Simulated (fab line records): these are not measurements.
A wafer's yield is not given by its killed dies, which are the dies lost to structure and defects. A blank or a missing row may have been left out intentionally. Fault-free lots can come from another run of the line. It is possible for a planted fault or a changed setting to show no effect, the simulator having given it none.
Comparing a struck lot with a sound one    flow nand harc    41 out of 1302 route steps
Sound: the wafers L938.1, L938.3, L938.4. Struck: wafer L943.2 (left out: L943.4, L943.6 of the same lot, which were not struck); the cause appears at the end.
Each step with rows lists, per side, the tool, then ch with its chambers, then its first start. Under that, the readings that differ: sound wafers    struck wafers    difference of the means    sigmas: that difference in standard deviations of wafers without a fault.
alike: same words and numbers on both sides, and readings whose means sit less than 2 such deviations apart. not compared: any withheld reading, any reading some wafer has no value for, any bound like >300 that may hide the same value, and any number with overlapping values for which the record gives no deviation.
Wherever a step has rows on one side only, a row that says differs or no value, or a row with sigmas, the two part there. Non-overlapping numbers with no deviation appear without sigmas and do not part them. A reading missing from all wafers of one side parts the sides only when that side holds two or more wafers.

NHARC_A_M0_CD_MEAS_09 targets a cd of 80 nm.
  sound on cd sem-02 ch 0, day 26 16:41; struck on cd sem-02 ch 0, day 29 04:21
  alike: cd nm
NHARC_A_M0_OVL_MEAS_10: pitch 160 nm.
  struck on overlay-01, day 29 04:26; sound on overlay-02, day 26 16:47
  alike: overlay x nm, overlay y nm
NHARC_A_M0_INSPECT_11:
  struck on defect inspect-01, day 29 04:28; sound on defect inspect-02, day 26 16:49
  alike: raw defect count
then, 2 steps without rows for these wafers: NHARC_A_M0_DESCUM_14 (chemistry O2, time 3 s); NHARC_A_M0_ETCH_34 (etches the open film in N2/H2, target depth 40 nm, overetch 12 nm, time 43.94 s).
NHARC_A_M0_ETCH_15: etches the open film in C4F8/Ar, target depth 150 nm, overetch 15 nm, time 82.5 s.
  sound on rie diel-12 ch 1,2,3; struck on rie diel-06 ch 2
reading                 sound              struck  difference  sigmas
oes product au (a.u.)   0.925 0.943 0.912  0.989   +0.062      +3
rf hours counter h (h)  5.7 6.4 6.5        0.1     -6.1        
  alike: rf vpp V
NHARC_A_M0_CD_MEAS_16:
  struck on cd sem-01, day 29 04:50; sound on cd sem-03, day 26 17:11
  alike: cd nm
NHARC_A_M0_STRIP_18: strips in N2/H2.
  sound on rie diel-12 ch 1,2,3, day 26 17:17; struck on rie diel-06 ch 2, day 29 04:58
reading                 sound              struck  difference  sigmas
oes product au (a.u.)   0.991 0.982 1.001  1.016   +0.025      +2
rf hours counter h (h)  5.7 6.5 6.4        0.1     -6.1        
  alike: drypump motor current A, rf vpp V, showerhead plenum p Torr, throttle valve pct
then, 1 step without rows for these wafers: NHARC_A_M0_STRIP_19 (strips in post etch residue remover, time 600 s).
NHARC_A_M0_DEGAS_28: time 60 s.
  struck on pvd sputter-03, day 29 05:27; sound on pvd sputter-01, day 26 17:48
  alike: heater power w
NHARC_A_M0_PRE_CLEAN_29: time 30 s.
  sound on pvd sputter-01; struck on pvd sputter-03
  alike: heater power w
then, 1 step without rows for these wafers: NHARC_A_M0_PVD_20 (deposits TaN, target thk 5 nm, time 8.06 s).
NHARC_A_M0_PVD_21: deposits Cu, target thk 30 nm, time 20.49 s.
  struck on pvd sputter-03, day 29 05:40; sound on pvd sputter-01, day 26 18:02
  alike: substrate temp c, throttle valve pct
then, 1 step without rows for these wafers: NHARC_A_M0_ECD_22 (material Cu, target thk 400 nm).
NHARC_A_M0_ANNEAL_30: time 90 s.
  sound on rtp anneal-02 ch 0, day 26 18:32; struck on rtp anneal-02 ch 0, day 29 06:15
  alike: anneal temp c max, wafer_temp_C_max
then, 2 steps without rows for these wafers: NHARC_A_M0_CMP_23 (polishes, t overpolish 20 s, target thk 113.75 nm); NHARC_A_M0_SRD_25.
NHARC_A_M0_INSPECT_27:
  struck on defect inspect-02, day 29 07:01; sound on defect inspect-01, day 26 19:22
  alike: raw defect count
then, 12 steps without rows for these wafers: NHARC_A_M0_PRE_CLEAN_31 (time 12 s); NHARC_A_M0_DEP_32 (deposits SiCN, target thk 30 nm); NHARC_A_M1_DEP_00 (deposits SiOC, target thk 182.5 nm); NHARC_A_M1_DEHYDRATE_01 (time 120 s); NHARC_A_M1_HMDS_02 (time 30 s); NHARC_A_M1_COAT_34 (time 65 s); NHARC_A_M1_COAT_03 (resist thk 90 nm); NHARC_A_M1_SOFTBAKE_04 (time 55 s); NHARC_A_M1_EBR_05; NHARC_A_M1_EXPOSE_06 (exposes mask A M1, target cd 120 nm); NHARC_A_M1_PEB_07 (peb time 65 s); NHARC_A_M1_DEVELOP_08 (develop time 35 s).
NHARC_A_M1_CD_MEAS_09 targets a cd of 120 nm.
  the record has rows for the sound wafers here (cd sem-01 ch 0, day 26 20:45) and none for the struck ones
NHARC_A_M1_OVL_MEAS_10: pitch 240 nm.
  the record has rows for the sound wafers here (overlay-02, day 26 20:50) and none for the struck ones
NHARC_A_M1_INSPECT_11:
  the record has rows for the sound wafers here (defect inspect-01, day 26 20:53) and none for the struck ones
then, 3 steps without rows for these wafers: NHARC_A_M1_DESCUM_14 (chemistry O2, time 3 s); NHARC_A_M1_ETCH_35 (etches the open film in N2/H2, target depth 40 nm, overetch 12 nm, time 43.94 s); NHARC_A_M1_ETCH_15 (etches the open film in C4F8/Ar, target depth 182.5 nm, time 91.2 s).
NHARC_A_M1_CD_MEAS_16:
  the record has rows for the sound wafers here (cd sem-01, day 26 21:14) and none for the struck ones
then, 3 steps without rows for these wafers: NHARC_A_M1_STRIP_18 (strips in N2/H2); NHARC_A_M1_ETCH_28 (etches the open film in CF4/N2, target depth 30 nm, time 72.99 s); NHARC_A_M1_STRIP_19 (strips in post etch residue remover, time 600 s).
NHARC_END_SORT_01:
  sound on prober-01 ch 0, day 28 10:26; struck on prober-02 ch 0, day 31 02:55
reading                   sound           struck  difference  sigmas
defect limited yield (%)  96.9 97.3 96.2  0.3     -96.5       -34
killed at array           18 14 19        675     +658        +37
killed at other           1 2 3           0       -2          -2
killed dies               21 18 26        675     +653        +34
sort_bin_2_pct (%)        0.9 0.9 1.5     96.8    +95.7       +87
sort n pass               656 659 651     2       -653        -34
sort rim yield pct (%)    96 99 94        1       -95         -26
sort yield pct (%)        96.9 97.3 96.2  0.3     -96.5       -34
  alike: killed at periphery, killed open, killed short, sort_bin_3_pct, sort_bin_4_pct

== WHERE THEY PART ==
Last at NHARC_END_SORT_01 as far as this record goes, first at NHARC_A_M0_ETCH_15.

WHY: whatever the simulator had introduced
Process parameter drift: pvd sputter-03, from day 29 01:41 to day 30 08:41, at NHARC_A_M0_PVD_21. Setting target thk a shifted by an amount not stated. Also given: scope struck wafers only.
